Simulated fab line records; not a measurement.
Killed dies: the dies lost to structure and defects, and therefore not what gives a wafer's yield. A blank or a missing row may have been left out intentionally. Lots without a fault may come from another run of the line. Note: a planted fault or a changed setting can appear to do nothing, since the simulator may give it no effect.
What tool caused it? + flow n5 finfet + 10 lots with 30 wafers sampled at 3 steps, on a route of 1938 steps

== WHAT THE GAUGES READ, wafer by wafer ==
N5_BEOL_M8_CD_MEAS_11 targets a cd of 38.5 nm.
| lot  | measured     | on        | cd nm (nm)     |
|------|--------------|-----------|----------------|
| L592 | day 9 15:20  | cd sem-03 | 38.5 38.1 39.0 |
| L595 | day 10 07:00 | cd sem-01 | 37.3 37.4 36.9 |
| L600 | day 12 03:39 | cd sem-03 | 37.9 37.1 38.1 |
| L598 | day 12 07:55 | cd sem-02 | 38.4 38.1 38.5 |
| L602 | day 12 09:55 | cd sem-02 | 38.4 37.6 37.8 |
| L608 | day 13 10:28 | cd sem-01 | 38.2 38.6 37.9 |
| L606 | day 14 07:17 | cd sem-03 | 37.4 37.2 37.7 |
| L609 | day 14 14:03 | cd sem-01 | 38.5 39.0 38.0 |
| L612 | day 16 01:36 | cd sem-03 | 38.4 38.6 38.4 |
| L611 | day 16 07:03 | cd sem-02 | 37.8 38.5 38.0 |

N5_BEOL_M8_CD_MEAS_28 targets a cd of 40 nm.
| lot  | measured     | on        | cd nm (nm)        |
|------|--------------|-----------|-------------------|
| L592 | day 9 16:14  | cd sem-01 | 40.18 40.13 40.05 |
| L595 | day 10 07:53 | cd sem-02 | 39.83 40.25 39.70 |
| L600 | day 12 05:21 | cd sem-01 | 39.79 39.52 39.44 |
| L598 | day 12 09:52 | cd sem-03 | 37.00 36.89 36.71 |
| L602 | day 12 11:46 | cd sem-02 | 37.65 37.39 37.52 |
| L608 | day 13 15:56 | cd sem-02 | 39.65 40.26 40.30 |
| L606 | day 14 09:07 | cd sem-01 | 40.04 39.84 40.29 |
| L609 | day 14 15:43 | cd sem-02 | 40.20 40.16 40.48 |
| L612 | day 16 02:59 | cd sem-03 | 39.65 39.65 40.25 |
| L611 | day 16 09:31 | cd sem-03 | 39.62 39.64 40.00 |

== WHAT TOOL EACH LOT RAN ON (gives the tool, then ch and the chambers of the sampled wafers, and finally the start) ==
| lot  | N5_BEOL_M8_EXPOSE_25              |
|------|-----------------------------------|
| L592 | euv scanner-02 ch 0, day 9 16:07  |
| L595 | euv scanner-02 ch 0, day 10 07:45 |
| L600 | euv scanner-01 ch 0, day 12 05:13 |
| L598 | euv scanner-02 ch 0, day 12 09:45 |
| L602 | euv scanner-02 ch 0, day 12 11:39 |
| L608 | euv scanner-01 ch 0, day 13 15:49 |
| L606 | euv scanner-01 ch 0, day 14 08:59 |
| L609 | euv scanner-01 ch 0, day 14 15:35 |
| L612 | euv scanner-01 ch 0, day 16 02:51 |
| L611 | euv scanner-01 ch 0, day 16 09:23 |
- N5_BEOL_M8_EXPOSE_25: exposes mask V7, target cd 40 nm.

== WHAT THE TOOLS THEMSELVES READ (means of the sampled wafers that have a number; where no wafer has one, the mark that the record gives instead) ==
N5_BEOL_M8_EXPOSE_25.
| lot  | tool           | exposure dose mJ cm2 |
|------|----------------|----------------------|
| L592 | euv scanner-02 | 42.47                |
| L595 | euv scanner-02 | 42.42                |
| L600 | euv scanner-01 | 42.84                |
| L598 | euv scanner-02 | 36.84                |
| L602 | euv scanner-02 | 37.95                |
| L608 | euv scanner-01 | 42.86                |
| L606 | euv scanner-01 | 42.83                |
| L609 | euv scanner-01 | 42.85                |
| L612 | euv scanner-01 | 42.78                |
| L611 | euv scanner-01 | 42.85                |

== THE ANSWER, worked out from the rows above alone ==
Rule: what is usual is taken from the lots themselves. The widest of any qualifying gaps counts: lots, ordered by their means at a reading, are off when they make up no more than a third of the lots, leave a main group of 4 or more, and stand apart from it by 3 or more times the standard deviation of that group's means. A main group is skipped when, at the precision printed for the reading in the tables above, its means are all equal. Also off: a lot with no number at a reading for which 4 or more lots have one. Any other lot the step has rows for is counted as sound. After the gauges, taken in route order, come the tools' own readings; for these a lot's mean is taken, as printed above. The first step at which some lot is off is used, and at that step the reading that is off furthest; a lot without a number counts as furthest.
Off: L598, L602, at N5_BEOL_M8_CD_MEAS_28 (cd nm). The main group has a mean of 39.95 nm with a standard deviation of 0.21.
A tool fits if, at a process step before that reading, it ran every lot that is off, and no sound lot after the first of them. The gauges at N5_BEOL_M8_CD_MEAS_28 aren't tried: what is off there is off at N5_BEOL_M8_EXPOSE_25 too, on other tools, and a gauge's error can't cause that. One fits: N5_BEOL_M8_EXPOSE_25 on euv scanner-02. Its last sound lot is L595 (day 10 07:45), its first lot that is off L598 (day 12 09:45): a fault that began between those two fits.
On the lots that are off, the tool's own readings at N5_BEOL_M8_EXPOSE_25 differ by more than 5 times the standard deviation of the sound lots' means, which bears it out; exposure dose mJ cm2 reads 37.40 there versus 42.74 on the sound lots.

== WHAT THE SIMULATOR HAD PUT IN ==
Process parameter drift: euv scanner-02, from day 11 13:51 on, at N5_BEOL_M8_EXPOSE_25. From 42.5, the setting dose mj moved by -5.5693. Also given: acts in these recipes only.
Lots struck among those shown: L598, L602. Same finding as the rule above.
